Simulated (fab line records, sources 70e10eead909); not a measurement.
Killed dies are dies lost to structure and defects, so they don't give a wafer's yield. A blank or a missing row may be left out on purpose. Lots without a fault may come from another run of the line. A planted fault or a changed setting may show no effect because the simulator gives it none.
Which tool did it? | flow nand_harc | 11 lots, 33 wafers sampled, at 4 steps of a route of 1302

WHAT THE GAUGES READ, wafer by wafer
NHARC_END_SORT_01.
lot  | measured     | on        | killed_at_array
L333 | day 25 18:26 | prober-02 | 19 29 28
L339 | day 27 14:42 | prober-01 | 674 675 671
L338 | day 27 06:09 | prober-01 | 676 674 673
L340 | day 27 18:27 | prober-02 | 674 675 676
L348 | day 30 17:33 | prober-02 | 68 71 66
L349 | day 30 09:40 | prober-02 | 45 53 60
L350 | day 32 20:26 | prober-01 | 110 97 88
L351 | day 32 08:13 | prober-01 | 59 59 57
L352 | day 32 20:58 | prober-02 | 63 62 56
L354 | day 33 06:11 | prober-01 | 61 59 62
L356 | day 33 14:02 | prober-01 | 47 56 50

WHICH TOOL RAN EACH LOT (tool, then ch and the chambers of the sampled wafers, then the start)
lot  | NHARC_A_CHANNEL_HOLE_D1_ETCH_16    | NHARC_A_CHANNEL_HOLE_D1_ETCH_21  | NHARC_A_CHANNEL_HOLE_D1_STRIP_27
L333 | rie_diel-09 ch 0,1,3, day 8 20:17  | har_etch-01 ch 0,1, day 8 23:26  | rie_diel-07 ch 0,1,3, day 25 18:26 or earlier
L339 | rie_diel-07 ch 0,2,3, day 10 18:33 | har_etch-02 ch 0,1, day 10 19:40 | rie_diel-09 ch 0,3, day 27 14:42 or earlier
L338 | rie_diel-12 ch 0,2,3, day 10 18:56 | har_etch-01 ch 0,1, day 10 19:57 | rie_diel-12 ch 1,2,3, day 27 06:09 or earlier
L340 | rie_diel-09 ch 1,2, day 11 17:41   | har_etch-01 ch 0,1, day 11 18:59 | rie_diel-07 ch 0,1,3, day 27 18:27 or earlier
L348 | rie_diel-07 ch 0,1,3, day 14 23:57 | har_etch-01 ch 0,1, day 15 05:46 | rie_diel-07 ch 0,2,3, day 30 17:33 or earlier
L349 | rie_diel-12 ch 0,1,3, day 15 00:29 | har_etch-02 ch 0,1, day 15 08:02 | rie_diel-12 ch 1,2,3, day 30 09:40 or earlier
L350 | rie_diel-09 ch 0,1, day 15 21:11   | har_etch-02 ch 0,1, day 15 22:19 | rie_diel-09 ch 0,2, day 32 20:26 or earlier
L351 | rie_diel-07 ch 0,1,2, day 15 21:26 | har_etch-01 ch 0,1, day 15 22:46 | rie_diel-07 ch 0,1,3, day 32 08:13 or earlier
L352 | rie_diel-09 ch 0,1, day 16 04:05   | har_etch-01 ch 0,1, day 16 05:10 | rie_diel-07 ch 1,2,3, day 32 20:58 or earlier
L354 | rie_diel-07 ch 1,2,3, day 17 09:11 | har_etch-01 ch 0,1, day 17 15:59 | rie_diel-07 ch 0,1,2, day 33 06:11 or earlier
L356 | rie_diel-07 ch 0,2,3, day 17 21:55 | har_etch-02 ch 0,1, day 18 02:41 | rie_diel-07 ch 0,3, day 33 14:02 or earlier
- NHARC_A_CHANNEL_HOLE_D1_ETCH_16: etches the open film in O2/COS, target depth 3100 nm, time 806 s.
- NHARC_A_CHANNEL_HOLE_D1_ETCH_21: etches the open film in C4F8/O2/Ar, time 514.3 s, target depth 1600 nm.
- NHARC_A_CHANNEL_HOLE_D1_STRIP_27: strips in O2.

THE ANSWER, worked out from the rows above alone
Rule: what is usual is taken from the lots themselves. Put in order of their means at a reading, lots are off if they are a third of the lots or fewer, leave a main group of 4 or more, and stand apart from it by a gap of 3 or more times the standard deviation of the main group's means; of several such gaps the widest counts. A main group whose means are all the same, to the digits that the tables above print for the reading, isn't used. A lot without any number at a reading at which 4 lots or more have one is off too. The other lots that the step has rows for count as sound.
Off: L339, L338, L340, at NHARC_END_SORT_01 (killed_at_array). The main group: mean 59, standard deviation 19.
A tool fits if, at a process step before that reading, it ran every lot that is off, and no sound lot after the first of them. The gauges at NHARC_END_SORT_01 are tried like those tools. NHARC_A_CHANNEL_HOLE_D1_STRIP_27 gives no start for some lots, so the hours and the order of its lots are those of NHARC_END_SORT_01. None of those tried fits.

WHAT THE SIMULATOR HAD PUT IN
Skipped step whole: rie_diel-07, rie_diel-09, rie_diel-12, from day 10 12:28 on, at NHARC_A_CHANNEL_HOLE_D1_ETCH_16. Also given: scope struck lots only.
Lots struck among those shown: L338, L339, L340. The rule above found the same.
